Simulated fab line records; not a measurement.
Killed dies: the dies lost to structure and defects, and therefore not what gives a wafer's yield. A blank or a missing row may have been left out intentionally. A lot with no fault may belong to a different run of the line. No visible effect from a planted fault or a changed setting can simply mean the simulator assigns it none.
A struck lot beside a sound one | flow nandHarc | 15 out of 1159 route steps
Sound: the wafers L994.1, L994.5, L994.6. Wafers struck: L105.1, L105.3, L105.6. Last of all comes the cause.
At each step with rows: each side's tool, then ch and its chambers, then its first start. Under that, the readings that differ: sound wafers | struck wafers | difference of the means | sigmas: that difference in standard deviations of wafers without a fault.
alike: same words and numbers on both sides, and readings whose means sit less than 2 such deviations apart. not compared: any withheld reading, any reading some wafer has no value for, any bound like >300 that may hide the same value, and any number with overlapping values for which the record gives no deviation.
Wherever a step has rows on one side only, a row that says differs or no value, or a row with sigmas, the two part there. Numbers that don't overlap but have no deviation are shown without sigmas and don't part them. Lack of a reading on every wafer of one side parts them only where that side has two or more wafers.

first, 2 steps without rows for these wafers: NHARC_P_CONTACT_PEB_10 (peb time 65 s); NHARC_P_CONTACT_DEVELOP_11 (develop time 35 s).
NHARC_P_CONTACT_CD_MEAS_12: the cd target is 90 nm.
  sound on cdSem-02 ch 0, day 7 08:24; struck on cdSem-02 ch 0, day 10 03:37
  alike: cdNm
NHARC_P_CONTACT_OVL_MEAS_13:
  sound on overlay-02 at day 7 08:29; struck on overlay-01 at day 10 03:42
reading         | sound       | struck         | difference | sigmas
overlayYNm (nm) | 0.8 1.0 1.7 | -1.2 -1.3 -1.3 | -2.4       | -3
  alike: overlayXNm
NHARC_P_CONTACT_INSPECT_14:
  sound on defectInspect-01 at day 7 08:32; struck on defectInspect-02 at day 10 03:44
  alike: rawDefectCount
NHARC_P_CONTACT_DESCUM_17: chemistry O2, time 3 s.
  sound on rieDiel-11 ch 2,3, day 7 08:36; struck on rieDiel-11 ch 0,1,3, day 10 03:48
  alike: chamberPressureMTorr, drypumpMotorCurrentA, o2FlowSccm, oesProductAu, rfVppV, showerheadPlenumPTorr, throttleValvePct
  not compared: rfHoursCounterH
NHARC_P_CONTACT_ETCH_35: etches the open film in CF4, target depth 39 nm, time 65 s.
  sound on rieDiel-11 ch 1,2, day 7 08:41; struck on rieDiel-11 ch 0,2, day 10 03:53
  alike: chamberPressureMTorr, drypumpMotorCurrentA, oesProductAu, rfVppV, showerheadPlenumPTorr, throttleValvePct
  not compared: rfHoursCounterH
NHARC_P_CONTACT_ETCH_36: etches the open film in N2/H2, target depth 260 nm, time 406.25 s.
  sound on rieDiel-11 ch 0,1,3; struck on rieDiel-11 ch 0,2,3
  alike: chamberPressureMTorr, drypumpMotorCurrentA, oesProductAu, rfVppV, showerheadPlenumPTorr, throttleValvePct
  not compared: rfHoursCounterH
NHARC_P_CONTACT_ETCH_18: etches the open film in C4F8/O2/Ar, target depth 481 nm, time 240.5 s.
  sound on rieDiel-11 ch 0,2,3; struck on rieDiel-11 ch 0,1
  alike: chamberPressureMTorr, oesProductAu, rfVppV
  not compared: rfHoursCounterH
then, 1 step without rows for these wafers: NHARC_P_CONTACT_STRIP_37 (strips in C4F8/O2/Ar).
NHARC_P_CONTACT_ETCH_31: etches the open film in CH3F/O2, target depth 30 nm, time 85.7 s.
  sound on rieDiel-11 ch 0,3; struck on rieDiel-11 ch 0,2
  alike: chamberPressureMTorr, drypumpMotorCurrentA, o2FlowSccm, oesProductAu, rfVppV, showerheadPlenumPTorr, throttleValvePct
  not compared: rfHoursCounterH
NHARC_P_CONTACT_CD_MEAS_19:
  sound on cdSem-03 at day 7 09:28; struck on cdSem-03 at day 10 04:40
  alike: cdNm
NHARC_P_CONTACT_STRIP_28: strips in O2.
  sound on rieDiel-01 ch 0,1, day 7 09:33; struck on rieDiel-11 ch 0,1,2, day 10 04:45
  no value came back on the struck wafers for any of 8 readings (biasW (W), chamberPressureMTorr (mTorr) and others); on the sound wafers biasW (W) reads 0 0 0
  not compared: rfHoursCounterH
then, 1 step without rows for these wafers: NHARC_P_CONTACT_STRIP_29 (strips in post etch residue remover, time 1200 s).
-- record jumps: 14 days between struck wafers' starts before vs after; left off in module P_CONTACT, resumes in module END, first step shown is number 1159 of the route --
NHARC_END_SORT_01:
  only the struck wafers appear in the record here, on prober-02 ch 0 at day 24 02:07; the sound ones have no rows

== WHERE THEY PART ==
Earliest at NHARC_P_CONTACT_OVL_MEAS_13; latest, in this record, at NHARC_END_SORT_01.

WHY: whatever the simulator had introduced
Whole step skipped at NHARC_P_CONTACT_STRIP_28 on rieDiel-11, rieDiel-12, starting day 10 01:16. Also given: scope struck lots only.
